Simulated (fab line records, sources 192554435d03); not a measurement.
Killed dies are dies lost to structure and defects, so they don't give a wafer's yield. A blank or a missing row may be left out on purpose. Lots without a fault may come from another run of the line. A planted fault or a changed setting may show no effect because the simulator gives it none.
A struck lot beside a sound one | flow n5_finfet | 25 steps out of a route of 1938
Sound: wafers L468.1, L468.5, L468.6. Struck: wafers L481.1, L481.4, L481.6. The cause comes at the end.
At each step with rows: each side's tool, then ch and its chambers, then its first start. Under that, the readings that differ: sound wafers | struck wafers | difference of the means | sigmas: that difference in standard deviations of wafers without a fault.
alike: readings whose means differ by less than 2 such deviations, and words and numbers that are the same on both sides. not compared: withheld readings, readings that some wafer has no value for, bounds like >300 that may hide the same value, and numbers for which the record gives no deviation and whose values overlap.
The two part at a step that has a row with sigmas, a row that says differs or no value, or rows on one side only. Numbers that don't overlap but have no deviation are shown without sigmas and don't part them. A reading that every wafer of one side lacks parts them only if that side has two wafers or more.

first, 11 steps without rows for these wafers: N5_BEOL_M13_ETCH_59 (etches BARC in N2/H2, target depth 89 nm, overetch 26.7 nm, time 67.9 s); N5_BEOL_M13_VIA_ETCH_16 (etches SiOC in C4F8/O2/Ar, target depth 921.7 nm); N5_BEOL_M13_STRIP_63 (strips in N2/H2); N5_BEOL_M13_STRIP_64 (strips in N2/H2); N5_BEOL_M13_STRIP_71 (strips in post etch residue remover, time 60 s); N5_BEOL_M13_SRD_72 (time 30 s, dry time 30 s); N5_BEOL_M13_COAT_65 (time 60 s, resist thk 350 nm); N5_BEOL_M13_COAT_66 (time 60 s, resist thk 110 nm); N5_BEOL_M13_COAT_22 (resist thk 300 nm); N5_BEOL_M13_EBR_24; N5_BEOL_M13_SOFTBAKE_23 (time 60 s).
N5_BEOL_M13_EXPOSE_25: exposes mask M13, target cd 210 nm.
  sound on krf_scanner-01 ch 0, day 10 17:07; struck on krf_scanner-01 ch 0, day 14 23:32
  reading              | sound                | struck               | difference | sigmas
  exposure_dose_mJ_cm2 | 21.999 21.991 22.031 | 23.191 23.183 23.201 | +1.185     | +49
  alike: mask
then, 3 steps without rows for these wafers: N5_BEOL_M13_PEB_26 (peb time 90 s); N5_BEOL_M13_DEVELOP_27 (develop time 45 s); N5_BEOL_M13_HARDBAKE_32 (time 120 s).
N5_BEOL_M13_CD_MEAS_28: target cd 209.5 nm.
  sound on cd_sem-03 ch 0, day 10 17:17; struck on cd_sem-03 ch 0, day 14 23:42
  reading    | sound             | struck            | difference | sigmas
  cd_nm (nm) | 209.9 211.4 210.6 | 216.5 215.5 217.0 | +5.7       | +7
N5_BEOL_M13_DESCUM_33: chemistry O2, time 7.9 s.
  sound on rie_diel-05 ch 0,2,3, day 10 17:24; struck on rie_diel-05 ch 0,1,2, day 14 23:48
  reading                   | sound             | struck            | difference | sigmas
  model.BEOL_M13.cd_nm (nm) | 209.8 211.4 210.6 | 216.4 215.8 217.2 | +5.9       |
  alike: drypump_motor_current_A, o2_flow_sccm, oes_product_au, rf_vpp_V, showerhead_plenum_p_Torr, throttle_valve_pct
  not compared: rf_hours_counter_h
then, 6 steps without rows for these wafers: N5_BEOL_M13_ETCH_67 (etches SiARC in CF4, target depth 143 nm, time 238.3 s); N5_BEOL_M13_ETCH_68 (etches SOC in N2/H2, time 355 s); N5_BEOL_M13_STRIP_69 (strips in N2/H2); N5_BEOL_M13_TRENCH_ETCH_34 (etches SiOC in C4F8/O2/Ar, target depth 413.47 nm, time 162.6 s); N5_BEOL_M13_STRIP_70 (strips in C4F8/O2/Ar); N5_BEOL_M13_STRIP_37 (strips in N2/H2).
N5_BEOL_M13_ETCH_38: etches SiCN in CF4/N2, target depth 67.5 nm, time 71.9 s.
  sound on rie_diel-01 ch 0,2,3, day 10 21:30; struck on rie_diel-01 ch 0,2, day 15 02:10
  reading                   | sound           | struck          | difference | sigmas
  model.BEOL_M13.cd_nm (nm) | 209.8 211.2 211 | 215.2 216.8 218 | +6.0       |
  alike: drypump_motor_current_A, oes_product_au, rf_vpp_V, showerhead_plenum_p_Torr, throttle_valve_pct
  not compared: rf_hours_counter_h
then, 1 step without rows for these wafers: N5_BEOL_M13_PRECLEAN_39 (cleans in residue remover, time 60 s).

WHERE THEY PART
First at N5_BEOL_M13_EXPOSE_25; last, within this record, at N5_BEOL_M13_CD_MEAS_28. Later steps at which nothing parts them and some readings are alike: N5_BEOL_M13_DESCUM_33, N5_BEOL_M13_ETCH_38.

WHY: what the simulator had put in
Process parameter drift: krf_scanner-01, from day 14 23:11 on, at N5_BEOL_M13_EXPOSE_25. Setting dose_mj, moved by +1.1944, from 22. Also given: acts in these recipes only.
